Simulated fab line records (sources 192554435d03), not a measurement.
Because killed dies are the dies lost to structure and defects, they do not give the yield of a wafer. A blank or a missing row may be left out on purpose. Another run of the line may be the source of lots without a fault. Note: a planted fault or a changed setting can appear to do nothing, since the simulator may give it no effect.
The tool behind it: which one?	flow n5Finfet	72 wafers from 24 lots sampled at 2 of the route's 1938 steps

== WHAT THE GAUGES READ, wafer by wafer ==
N5_BEOL_M2_CD_MEAS_11: the cd target is 16.79 nm.
lot	measured	on	cdNm (nm)
L074	day 6 15:45	cdSem-03	17.01 16.68 16.83
L075	day 6 22:34	cdSem-01	16.72 16.85 17.14
L077	day 7 04:14	cdSem-02	16.66 16.60 16.86
L076	day 7 04:28	cdSem-03	16.34 16.77 16.73
L078	day 7 13:24	cdSem-03	17.05 16.93 16.73
L079	day 7 17:54	cdSem-01	16.41 16.79 16.22
L080	day 7 22:59	cdSem-03	17.11 17.23 16.55
L081	day 8 08:01	cdSem-01	17.07 16.77 17.07
L082	day 8 12:14	cdSem-03	16.94 16.85 16.74
L083	day 8 23:42	cdSem-03	16.99 16.93 16.63
L084	day 9 03:18	cdSem-01	16.92 16.71 17.02
L086	day 9 06:56	cdSem-01	16.66 17.02 16.59
L085	day 9 17:29	cdSem-02	16.78 16.84 17.24
L087	day 9 20:47	cdSem-03	17.03 17.19 17.03
L088	day 9 21:53	cdSem-01	16.75 16.98 16.89
L089	day 10 03:41	cdSem-02	16.87 16.56 16.84
L090	day 10 18:15	cdSem-03	16.86 16.88 16.84
L092	day 11 01:47	cdSem-02	17.20 16.62 16.98
L091	day 11 02:10	cdSem-03	16.67 17.01 16.84
L093	day 11 10:22	cdSem-01	17.07 16.85 16.83
L094	day 11 10:31	cdSem-01	16.80 16.93 16.54
L095	day 12 03:24	cdSem-01	16.81 16.51 16.51
L096	day 12 05:34	cdSem-02	16.45 17.03 16.90
L097	day 12 10:53	cdSem-03	17.24 17.51 17.24

== WHICH TOOL RAN EACH LOT (tool, then ch and the chambers of the sampled wafers, then the start) ==
lot	N5_BEOL_M1_ANNEAL_87
L074	pvdSputter-02, day 6 12:21
L075	pvdSputter-03, day 6 18:25
L077	pvdSputter-01, day 6 23:50
L076	pvdSputter-02, day 6 23:59
L078	pvdSputter-02, day 7 10:09
L079	pvdSputter-03, day 7 14:49
L080	pvdSputter-02, day 7 18:04
L081	pvdSputter-02, day 8 04:29
L082	pvdSputter-03, day 8 09:19
L083	pvdSputter-01, day 8 18:32
L084	pvdSputter-01, day 8 23:53
L086	pvdSputter-02, day 9 01:27
L085	pvdSputter-01, day 9 13:29
L087	pvdSputter-03, day 9 17:21
L088	pvdSputter-03, day 9 19:11
L089	pvdSputter-02, day 10 00:34
L090	pvdSputter-01, day 10 14:55
L092	pvdSputter-03, day 10 20:57
L091	pvdSputter-02, day 10 21:53
L093	pvdSputter-03, day 11 03:37
L094	pvdSputter-01, day 11 03:54
L095	pvdSputter-03, day 11 23:36
L096	pvdSputter-01, day 12 02:27
L097	pvdSputter-01, day 12 05:44
- N5_BEOL_M1_ANNEAL_87: time 240 s.

== AS READ BY THE TOOLS THEMSELVES (means over the sampled wafers that have a number; for cases with no such wafer, the mark the record gives instead) ==
N5_BEOL_M1_ANNEAL_87.
lot	tool	heaterPowerW (W)
L074	pvdSputter-02	822
L075	pvdSputter-03	815
L077	pvdSputter-01	875
L076	pvdSputter-02	863
L078	pvdSputter-02	821
L079	pvdSputter-03	808
L080	pvdSputter-02	772
L081	pvdSputter-02	822
L082	pvdSputter-03	831
L083	pvdSputter-01	858
L084	pvdSputter-01	865
L086	pvdSputter-02	822
L085	pvdSputter-01	863
L087	pvdSputter-03	791
L088	pvdSputter-03	763
L089	pvdSputter-02	840
L090	pvdSputter-01	864
L092	pvdSputter-03	791
L091	pvdSputter-02	781
L093	pvdSputter-03	816
L094	pvdSputter-01	811
L095	pvdSputter-03	784
L096	pvdSputter-01	879
L097	pvdSputter-01	868

== THE ANSWER, worked out from the rows above alone ==
Rule: usual is defined by the lots themselves. The widest of any qualifying gaps counts: lots, ordered by their means at a reading, are off when they make up no more than a third of the lots, leave a main group of 4 or more, and stand apart from it by 3 or more times the standard deviation of that group's means. Not used: any main group whose means are identical at the precision the tables above print for the reading. Also off: a lot with no number at a reading for which 4 or more lots have one. All remaining lots with rows at the step are treated as sound. After the gauges, taken in route order, come the tools' own readings; for these a lot's mean is taken, as printed above. At the first step where some lot is off, the reading lying furthest off is the one used; lots without a number count as furthest.
Across all readings shown, no lot is off: no conclusion can be drawn from this.

== WHAT THE SIMULATOR HAD INSERTED ==
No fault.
